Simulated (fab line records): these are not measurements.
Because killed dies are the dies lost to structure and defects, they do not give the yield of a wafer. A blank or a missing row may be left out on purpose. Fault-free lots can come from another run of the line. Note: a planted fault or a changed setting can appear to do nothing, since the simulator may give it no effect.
fab line records + flow n5_finfet
[record]
- lots = 6
- wafers = 18
- last_day = 17
route steps=1938 shown BEOL_M2@930 BEOL_M3@931
lots with no fault: from the same line, run without faults
start_h: hours from the record's opening day to when the first of the lot's shown wafers began + wait_h: hours since the lot's step before + " repeats the value in the row above + L1.1+2: several wafers, shown together as one row + - no value present, or no start provided + * or withheld: withheld + < > ~ a bound
route shown NAME@n: NAME is a module with steps in the file, n the number in the route of the first one + usual: mean/standard deviation taken from wafers without a fault + same: alike in all rows + chamber/n: place in a boat + sites: the reading at each site + _std_site: standard deviation across them + _edge_site: outer sites' mean less inner sites' + radius_mm: for every site, how far away it sits from the centre of the wafer + mask NAME#n: copy n + behind: tool/chamber where the wafer was last shaped + hold: why the lot was held/for how many hours/how that ended + device: the transistor (n, p or np) that didn't switch + end of line: tests of these same wafers at the route's end + where a step has no rows: the recipe by itself + killed: at the first sort, the dies lost to defects and structure; wafer yield is something else + map: a wafer's dies, x killed, . not, _ none there
set.NAME: the setting the step ran with; set.NAME@STEP: the setting that earlier step ran with + model.NAME: the simulator's own value behind a step, which no gauge read
lots at selected steps of the route; one table per step, one row per wafer
services: a tool's chamber out of use, with start hour (start_h, from the record's first day; less than 0 if before it), hours out, and reason
[[steps]]
[step N5_BEOL_M2_INSPECT_59]
[recipe]
- inspect_instrument = darkfield
- mode = post_dep
[usual]
- raw_defect_count = 68/20
| lot.wafer | tool              | chamber | start_h | wait_h | raw_defect_count |
|-----------|-------------------|---------|---------|--------|------------------|
| L582.1    | defect_inspect-02 | -       | 144.89  | 0.0    | 106              |
| L582.2    | "                 | -       | "       | "      | 94               |
| L582.3    | "                 | -       | "       | "      | 60               |
| L584.1    | defect_inspect-02 | -       | 153.04  | 0.0    | 59               |
| L584.4    | "                 | -       | "       | "      | 66               |
| L584.6    | "                 | -       | "       | "      | 95               |
| L595.1    | defect_inspect-01 | -       | 217.21  | 0.0    | 48               |
| L595.2    | "                 | -       | "       | "      | 101              |
| L595.6    | "                 | -       | "       | "      | 69               |
| L594.1    | defect_inspect-02 | -       | 219.04  | 0.0    | 46               |
| L594.2    | "                 | -       | "       | "      | 84               |
| L594.6    | "                 | -       | "       | "      | 79               |
| L601.1    | defect_inspect-01 | -       | 258.43  | 0.0    | 50               |
| L601.5    | "                 | -       | "       | "      | 77               |
| L601.6    | "                 | -       | "       | "      | 63               |
| L605.1    | defect_inspect-02 | -       | 282.09  | 0.0    | 85               |
| L605.3    | "                 | -       | "       | "      | 89               |
| L605.6    | "                 | -       | "       | "      | 137              |
[step N5_BEOL_M3_ILD_DEP_00]
[recipe]
- material = SiOC
- target_thk_a = 790
- temp_c = 350
- precursor = DEMS/O2
- pressure_torr = 5
- rf_w = 500
- time_s = 15.3
[usual]
- heater_power_outer_w = 282/58
- heater_power_w = 521/68
- showerhead_plenum_p_Torr = 5.696/0.014
- throttle_valve_pct = 11.7/0.53
| lot.wafer | tool     | chamber | start_h | wait_h | heater_power_outer_w | heater_power_w | showerhead_plenum_p_Torr | throttle_valve_pct |
|-----------|----------|---------|---------|--------|----------------------|----------------|--------------------------|--------------------|
| L582.1    | pecvd-01 | 1       | 144.93  | 0.0    | 317                  | 568            | 5.706                    | 12.1               |
| L582.2    | "        | 0       | "       | "      | 273                  | 480            | 5.715                    | 11.1               |
| L582.3    | "        | 2       | "       | "      | 408                  | 608            | 5.672                    | 11.8               |
| L584.1    | pecvd-01 | 1       | 153.07  | 0.0    | 283                  | 534            | 5.709                    | 12.3               |
| L584.4    | "        | 1       | "       | "      | 285                  | 544            | 5.708                    | 12.5               |
| L584.6    | "        | 0       | "       | "      | 350                  | 548            | 5.717                    | 10.9               |
| L595.1    | pecvd-04 | 1       | 217.25  | 0.0    | 253                  | 479            | 5.706                    | 12.3               |
| L595.2    | "        | 2       | "       | "      | 183                  | 390            | 5.685                    | 11.4               |
| L595.6    | "        | 1       | "       | "      | 247                  | 485            | 5.706                    | 12.2               |
| L594.1    | pecvd-01 | 0       | 219.08  | 0.0    | 352                  | 581            | 5.726                    | 11.4               |
| L594.2    | "        | 1       | "       | "      | 337                  | 608            | 5.703                    | 12.3               |
| L594.6    | "        | 0       | "       | "      | 357                  | 570            | 5.731                    | 11.4               |
| L601.1    | pecvd-01 | 0       | 258.47  | 0.0    | 314                  | 511            | 5.724                    | 11.4               |
| L601.5    | "        | 0       | "       | "      | 312                  | 521            | 5.719                    | 11.3               |
| L601.6    | "        | 2       | "       | "      | 368                  | 540            | 5.668                    | 10.6               |
| L605.1    | pecvd-02 | 0       | 282.12  | 0.0    | 288                  | 574            | 5.714                    | 11.6               |
| L605.3    | "        | 2       | "       | "      | 295                  | 498            | 5.686                    | 10.9               |
| L605.6    | "        | 0       | "       | "      | 286                  | 579            | 5.687                    | 11.9               |
[step N5_BEOL_M3_THK_MEAS_01]
[recipe]
- reads = SiOC_of_BEOL_M3_ILD_DEP_00
[usual]
- M3_ILD_THK = 78.8/1
| lot.wafer | tool          | chamber | start_h | wait_h | M3_ILD_THK[nm] |
|-----------|---------------|---------|---------|--------|----------------|
| L582.1    | film_metro-01 | -       | 144.99  | 0.0    | 78.4           |
| L582.2    | "             | -       | "       | "      | 76.7           |
| L582.3    | "             | -       | "       | "      | 78.5           |
| L584.1    | film_metro-01 | -       | 153.14  | 0.0    | 78.4           |
| L584.4    | "             | -       | "       | "      | 79.9           |
| L584.6    | "             | -       | "       | "      | 78.1           |
| L595.1    | film_metro-02 | -       | 217.31  | 0.0    | 79.4           |
| L595.2    | "             | -       | "       | "      | 78.7           |
| L595.6    | "             | -       | "       | "      | 79.6           |
| L594.1    | film_metro-02 | -       | 219.16  | 0.1    | 77.7           |
| L594.2    | "             | -       | "       | "      | 78.0           |
| L594.6    | "             | -       | "       | "      | 79.8           |
| L601.1    | film_metro-02 | -       | 258.53  | 0.0    | 77.6           |
| L601.5    | "             | -       | "       | "      | 79.4           |
| L601.6    | "             | -       | "       | "      | 78.4           |
| L605.1    | film_metro-02 | -       | 282.19  | 0.0    | 77.7           |
| L605.3    | "             | -       | "       | "      | 77.8           |
| L605.6    | "             | -       | "       | "      | 78.3           |
[step N5_BEOL_M3_PECVD_72]
[recipe]
- material = SiO2
- target_thk_a = 160
- temp_c = 400
- precursor = TEOS/O2
- pressure_torr = 5.5
- rf_w = 450
- teos_flow_sccm = 53.8
- gas = O2
- flow_sccm = 3000
- time_s = 18
[usual]
- heater_power_outer_w = 459/89
- heater_power_w = 760/100
- showerhead_plenum_p_Torr = 8.79/0.066
- throttle_valve_pct = 21.9/0.99
| lot.wafer | tool     | chamber | start_h | wait_h | heater_power_outer_w | heater_power_w | showerhead_plenum_p_Torr | throttle_valve_pct |
|-----------|----------|---------|---------|--------|----------------------|----------------|--------------------------|--------------------|
| L582.1    | pecvd-02 | 1       | 145.03  | 0.0    | 518                  | 840            | 8.81                     | 22.7               |
| L582.2    | "        | 0       | "       | "      | 363                  | 732            | 8.79                     | 21.7               |
| L582.3    | "        | 2       | "       | "      | 464                  | 769            | 8.79                     | 20.3               |
| L584.1    | pecvd-02 | 2       | 153.18  | 0.0    | 458                  | 747            | 8.79                     | 20.0               |
| L584.4    | "        | 0       | "       | "      | 410                  | 797            | 8.80                     | 21.9               |
| L584.6    | "        | 2       | "       | "      | 478                  | 757            | 8.79                     | 20.1               |
| L595.1    | pecvd-01 | 0       | 217.35  | 0.0    | 542                  | 850            | 8.88                     | 21.3               |
| L595.2    | "        | 1       | "       | "      | 522                  | 860            | 8.82                     | 22.9               |
| L595.6    | "        | 0       | "       | "      | 543                  | 850            | 8.88                     | 21.2               |
| L594.1    | pecvd-04 | 2       | 219.20  | 0.0    | 252                  | 516            | 8.74                     | 21.8               |
| L594.2    | "        | 1       | "       | "      | 381                  | 695            | 8.82                     | 22.7               |
| L594.6    | "        | 2       | "       | "      | 259                  | 496            | 8.73                     | 21.5               |
| L601.1    | pecvd-01 | 1       | 258.57  | 0.0    | 506                  | 858            | 8.82                     | 23.2               |
| L601.5    | "        | 2       | "       | "      | 591                  | 812            | 8.65                     | 20.5               |
| L601.6    | "        | 0       | "       | "      | 461                  | 705            | 8.90                     | 21.4               |
| L605.1    | pecvd-04 | 1       | 282.23  | 0.0    | 376                  | 668            | 8.81                     | 23.1               |
| L605.3    | "        | 0       | "       | "      | 382                  | 648            | 8.73                     | 22.5               |
| L605.6    | "        | 2       | "       | "      | 249                  | 506            | 8.71                     | 21.8               |
[step N5_BEOL_M3_HM_DEP_02]
[recipe]
- material = TiN
- target_thk_a = 200
- temp_c = 25
- chamber_pressure_pa = 0.49996
[usual]
- throttle_valve_pct = 29.6/1.2
| lot.wafer | tool           | chamber | start_h | wait_h | throttle_valve_pct |
|-----------|----------------|---------|---------|--------|--------------------|
| L582.1    | pvd_sputter-03 | -       | 145.93  | 0.9    | 30.6               |
| L582.2    | "              | -       | "       | "      | 27.9               |
| L582.3    | "              | -       | "       | "      | 30.4               |
| L584.1    | pvd_sputter-02 | -       | 155.15  | 2.0    | 27.9               |
| L584.4    | "              | -       | "       | "      | 31.3               |
| L584.6    | "              | -       | "       | "      | 30.9               |
| L595.1    | pvd_sputter-03 | -       | 217.62  | 0.2    | 30.4               |
| L595.2    | "              | -       | "       | "      | 30.3               |
| L595.6    | "              | -       | "       | "      | 28.1               |
| L594.1    | pvd_sputter-02 | -       | 219.83  | 0.6    | 31.0               |
| L594.2    | "              | -       | "       | "      | 31.4               |
| L594.6    | "              | -       | "       | "      | 30.9               |
| L601.1    | pvd_sputter-01 | -       | 259.28  | 0.7    | 30.8               |
| L601.5    | "              | -       | "       | "      | 28.3               |
| L601.6    | "              | -       | "       | "      | 30.0               |
| L605.1    | pvd_sputter-02 | -       | 282.37  | 0.1    | 28.1               |
| L605.3    | "              | -       | "       | "      | 29.1               |
| L605.6    | "              | -       | "       | "      | 29.1               |
[step N5_BEOL_M3_COAT_61]
[recipe]
- resist = SOC
- temp_c = 250
- time_s = 60
- spin_rpm = 1500
- resist_thk_nm = 60
[step N5_BEOL_M3_COAT_62]
[recipe]
- resist = SiARC
- temp_c = 220
- time_s = 60
- spin_rpm = 1500
- resist_thk_nm = 12
[step N5_BEOL_M3_COAT_73]
[recipe]
- resist = underlayer
- temp_c = 205
- time_s = 60
- spin_rpm = 1500
- resist_thk_nm = 5
[step N5_BEOL_M3_COAT_05]
[recipe]
- resist = CAR-EUV
- spin_rpm = 1500
- resist_thk_nm = 30
[step N5_BEOL_M3_EBR_07]
[recipe]
- solvent = PGMEA
- ebr_width_mm = 1.5
[step N5_BEOL_M3_SOFTBAKE_06]
[recipe]
- temp_c = 110
- time_s = 60
- resist = CAR-EUV
[step N5_BEOL_M3_EXPOSE_08]
[recipe]
- mask_id = M3
- na = 0.33
- source_shape = dipole
- sigma_inner = 0.369
- sigma_outer = 0.767
- polarization = unpolarized
- dose_mj = 33
[step N5_BEOL_M3_PEB_09]
[recipe]
- peb_temp_c = 100
- peb_time_s = 60
- resist = CAR-EUV
[usual]
- chill_plate_temp_C = 23.00/0.11
- exhaust_pa = 45.1/0.94
- peb_time_s = 60/0
| lot.wafer | tool           | chamber | start_h | wait_h | chill_plate_temp_C | exhaust_pa | peb_time_s |
|-----------|----------------|---------|---------|--------|--------------------|------------|------------|
| L582.1    | litho_track-01 | 0       | 146.27  | 0.1    | 22.88              | 44.9       | 60         |
| L582.2    | "              | 0       | "       | "      | 22.79              | 44.8       | 60         |
| L582.3    | "              | 0       | "       | "      | 22.86              | 43.3       | 60         |
| L584.1    | litho_track-03 | 0       | 155.60  | 0.1    | 23.02              | 44.9       | 60         |
| L584.4    | "              | 0       | "       | "      | 23.19              | 44.6       | 60         |
| L584.6    | "              | 0       | "       | "      | 23.03              | 44.6       | 60         |
| L595.1    | litho_track-01 | -       | 218.06  | 0.1    | -                  | -          | -          |
| L595.2    | "              | -       | "       | "      | -                  | -          | -          |
| L595.6    | "              | -       | "       | "      | -                  | -          | -          |
| L594.1    | litho_track-01 | -       | 220.15  | 0.1    | -                  | -          | -          |
| L594.2    | "              | -       | "       | "      | -                  | -          | -          |
| L594.6    | "              | -       | "       | "      | -                  | -          | -          |
| L601.1    | litho_track-03 | 0       | 259.72  | 0.1    | 22.98              | 44.3       | 60         |
| L601.5    | "              | 0       | "       | "      | 22.97              | 47.5       | 60         |
| L601.6    | "              | 0       | "       | "      | 22.84              | 44.9       | 60         |
| L605.1    | litho_track-03 | 0       | 282.82  | 0.1    | 22.90              | 45.8       | 60         |
| L605.3    | "              | 0       | "       | "      | 22.95              | 45.2       | 60         |
| L605.6    | "              | 0       | "       | "      | 23.01              | 45.3       | 60         |
[step N5_BEOL_M3_DEVELOP_10]
[recipe]
- develop_time_s = 30
- developer = TMAH
- resist = CAR-EUV
- rinse_liquid = surfactant_rinse
- dry = air_spin
- dev_temp_c = 23
[[services]]
| tool           | chamber | start_h | hours | kind                          |
|----------------|---------|---------|-------|-------------------------------|
| pvd_sputter-03 | -       | 137.72  | 2.9   | repair                        |
| pecvd-02       | 2       | 145.61  | 5.1   | repair                        |
| pecvd-04       | -       | 150.68  | 0.5   | repair                        |
| pvd_sputter-03 | -       | 164.10  | 7.1   | repair                        |
| pecvd-02       | 0       | 167.87  | 5.5   | scheduled_down                |
| pecvd-01       | 2       | 190.23  | 2.3   | repair                        |
| pecvd-01       | 2       | 192.53  | 5.5   | scheduled_down                |
| pecvd-04       | -       | 195.44  | 5.5   | pm                            |
| pecvd-01       | 2       | 202.38  | -     | clean                         |
| pecvd-01       | 2       | 202.38  | -     | consumable_replace:showerhead |
| pecvd-01       | 2       | 202.38  | 29.0  | scheduled_down                |
| pecvd-01       | 2       | 202.38  | 29.0  | vent_cycle                    |
| pecvd-02       | -       | 214.93  | 1.0   | repair                        |
| pecvd-04       | 0       | 217.44  | 5.5   | scheduled_down                |
| pecvd-01       | -       | 255.43  | 0.8   | repair                        |
[[key]]
[first_sign]
- step = N5_BEOL_M3_PEB_09
- reading = tool_record
- direction = missing
effect none on later readings
met_at N5_BEOL_M3_PEB_09
struck_wafers L594.1,L594.2,L594.6,L595.1,L595.2,L595.6
later_rows_left_out L594.1,L594.2,L594.6,L595.1,L595.2,L595.6
sort_left_out L594.1,L594.2,L594.6,L595.1,L595.2,L595.6
onset_between 146.27 218.06
[fault]
- kind = skipped_step_whole
- tool = litho_track-01
- chamber = -
- onset_h = 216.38
- steps = N5_BEOL_M3_PEB_09
- scope = struck_lots_only
// sort_left_out: the simulated sort isn't trusted on such a fault, so these wafers' sort isn't shown, and their yield isn't known
// later_rows_left_out: the simulator's readings of these wafers behind a module that went badly wrong aren't trusted and aren't shown, but for the sort
